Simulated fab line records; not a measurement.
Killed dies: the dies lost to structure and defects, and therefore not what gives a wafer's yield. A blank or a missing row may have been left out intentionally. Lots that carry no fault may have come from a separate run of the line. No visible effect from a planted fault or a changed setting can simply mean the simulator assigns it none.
Matching of chambers + flow n5Finfet + cmp-02 running N5_HKMG_FIN_CMP_94: 4 sister chambers
The step polishes, stops on SiNx, t overpolish 4.7 s, target thk 43.299 nm. 4 wafers are shown with their chamber, then 11 later ones without.

## WAFERS, EACH WITH ITS CHAMBER
| wafer  | chamber | motorCurrentA (A) |
|--------|---------|-------------------|
| L082.1 | 0       | 10.4              |
| L082.3 | 2       | 12.5              |
| L082.6 | 1       | 12.1              |
| L084.3 | 3       | 11.8              |

## WAFERS WITHOUT THEIR CHAMBER
| wafer  | motorCurrentA (A) |
|--------|-------------------|
| L084.5 | 12.3              |
| L084.6 | 12.2              |
| L087.2 | 11.9              |
| L087.3 | 12.2              |
| L087.4 | 10.3              |
| L091.2 | 11.7              |
| L091.4 | 10.7              |
| L091.5 | 12.9              |
| L093.1 | 12.1              |
| L093.3 | 12.4              |
| L093.5 | 10.6              |

## WHICH CHAMBER EACH ONE RAN IN
| wafer  | from the rows above          | in truth                   |
|--------|------------------------------|----------------------------|
| L084.5 | can't be placed: 2 or 1 or 3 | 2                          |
| L084.6 | can't be placed: 1 or 2 or 3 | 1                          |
| L087.2 | can't be placed: 3 or 1      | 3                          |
| L087.3 | can't be placed: 1 or 2 or 3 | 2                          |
| L087.4 | 0                            | 0                          |
| L091.2 | can't be placed: 3 or 1      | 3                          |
| L091.4 | 0                            | 0                          |
| L091.5 | 2                            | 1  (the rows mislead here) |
| L093.1 | can't be placed: 1 or 3      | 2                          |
| L093.3 | can't be placed: 2 or 1      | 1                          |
| L093.5 | 0                            | 0                          |
Placed correctly: 3 of 11. From these rows, 7 cannot be placed; in 6 the true chamber is one of the candidates. Placed wrongly: 1.
How it was worked out, from the rows above alone: a wafer's distance from a chamber is the root of the sum, over the readings, of the square of ((its reading less the chamber's mean) divided by the reading's scatter). The wafer belongs to the nearest chamber; if the next one is less than 2 further off, it can't be placed. The mean given for a chamber averages the wafers shown for that chamber. The scatter (one wafer shown for each chamber): square how far every hidden wafer sits from the nearest shown wafer, average those squares and take the square root.
